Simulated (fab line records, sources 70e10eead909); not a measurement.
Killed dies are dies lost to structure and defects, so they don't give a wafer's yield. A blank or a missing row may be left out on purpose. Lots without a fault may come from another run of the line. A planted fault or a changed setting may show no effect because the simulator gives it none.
One fault seen from 2 desks | flow nand_harc | each desk has only its own numbers; what lay behind them comes last

THE METROLOGY DESK
What the gauges read, lot by lot, whatever tool the lot ran on: means of the sampled wafers that have a number. A lot is out of limits, marked OUT, if its mean lies more than 4 standard deviations from the usual mean; the brackets give that distance.
Columns: A = overlay_x_nm at NHARC_A_M0_OVL_MEAS_10, usual -0.2 nm; B = overlay_y_nm at NHARC_A_M0_OVL_MEAS_10, usual 0.0 nm; C = thk_nm at NHARC_A_M0_THK_MEAS_24, usual 113.7 nm
lot  | first seen here | A    | B    | C
L986 | day 18 10:42    | 0.4  | -1.3 | 114.7
L983 | day 18 15:19    | -1.0 | 1.2  | 114.8
L987 | day 19 00:59    | -0.5 | 1.2  | 29.4 (-56) OUT
L988 | day 19 14:53    | -0.6 | -1.1 | 30.6 (-55) OUT
L990 | day 20 00:41    | -0.2 | 1.1  | 114.0
L999 | day 21 20:20    | -0.7 | 0.9  | 114.0
L100 | day 22 11:04    | -0.2 | -0.2 | 112.7
L102 | day 22 11:23    | 0.5  | 0.5  | 113.9
L101 | day 22 14:33    | 0.8  | -1.1 | 113.7
L103 | day 23 14:01    | 0.6  | -0.2 | 114.3
This desk's finding: out of limits on L987, L988; first on L987, day 19 03:27 (thk_nm at NHARC_A_M0_THK_MEAS_24). In limits: L986, L983, L990, L999, L100, L102, L101, L103.

THE TOOL OWNER'S DESK: ecd_cu-02
The tool's own readings at NHARC_A_M0_ECD_22 (material Cu, target thk 400 nm): means of the sampled wafers that have a number, for each lot that ran on this tool. A lot is out of limits, marked OUT, if its mean lies more than 4 standard deviations from the usual mean; the brackets give that distance.
Columns: A = bath_heat_duty_pct at NHARC_A_M0_ECD_22, usual 6.9 %; B = bath_temp_c at NHARC_A_M0_ECD_22, usual 25.00 C
lot  | first seen here | A   | B
L986 | day 18 12:08    | 6.4 | 24.93
L983 | day 18 16:51    | 6.9 | 25.13
L990 | day 20 02:07    | 6.7 | 25.01
L999 | day 21 21:47    | 6.7 | 25.04
L100 | day 22 12:35    | 6.4 | 25.05
This desk's finding: nothing out of limits on any of the 5 lots.

PUT TOGETHER
The metrology desk could have raised an alarm at day 19 03:27, on L987, L988.
The tool owner's desk saw nothing out of limits.
The tool owner's desk has no number on record for L987, L988.
Of the lots named, all ran NHARC_A_M0_ECD_22 on ecd_cu-02.

WHAT THE SIMULATOR HAD PUT IN
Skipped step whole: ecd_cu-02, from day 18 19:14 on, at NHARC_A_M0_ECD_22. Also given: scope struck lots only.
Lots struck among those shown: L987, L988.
Hours from the fault's start to each desk's first reading out of limits: the metrology desk, 8.
